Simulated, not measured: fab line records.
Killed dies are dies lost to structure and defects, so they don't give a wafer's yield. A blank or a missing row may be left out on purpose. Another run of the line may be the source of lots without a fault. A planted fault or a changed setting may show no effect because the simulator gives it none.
Matching of chambers ; flow n5_finfet ; N5_BEOL_M0_SAQP_HM_DEP_111 on pecvd-04: 3 sister chambers
The step deposits SiO2 from SiH4/N2O, target thk 12 nm, time 7.2 s. 6 wafers are shown with their chamber, then 10 later ones without.

== WAFERS WITH THEIR CHAMBER ==
wafer;chamber;showerhead_plenum_p_Torr (Torr);heater_power_w (W)
L079.3;1;8.04;889
L079.6;1;8.05;895
L083.4;0;8.23;769
L083.5;2;7.89;959
L086.2;0;8.21;811
L086.3;2;7.92;983

== WAFERS WITHOUT THEIR CHAMBER ==
wafer;showerhead_plenum_p_Torr (Torr);heater_power_w (W)
L086.6;8.21;789
L089.2;8.22;841
L089.3;7.90;880
L089.6;7.90;867
L093.3;8.06;919
L093.5;8.06;911
L093.6;7.92;978
L095.2;8.07;913
L095.4;8.18;829
L095.6;7.91;994

== EACH ONE'S CHAMBER ==
wafer;from the rows above;in truth
L086.6;0;0
L089.2;0;0
L089.3;2;2
L089.6;2;2
L093.3;1;1
L093.5;1;1
L093.6;2;2
L095.2;1;1
L095.4;0;0
L095.6;2;2
Correctly placed: 10 of 10. Left unplaced by these rows: 0. Wrongly placed: 0.
How it was worked out, from the rows above alone: a wafer's distance from a chamber is the root of the sum, over the readings, of the square of ((its reading less the chamber's mean) divided by the reading's scatter). The wafer belongs to the nearest chamber; if the next one is less than 2 further off, it can't be placed. A chamber's mean is the mean of its shown wafers. The scatter: the root of (the sum of the squares of (reading less its chamber's mean) over the shown wafers, divided by (wafers less chambers)).
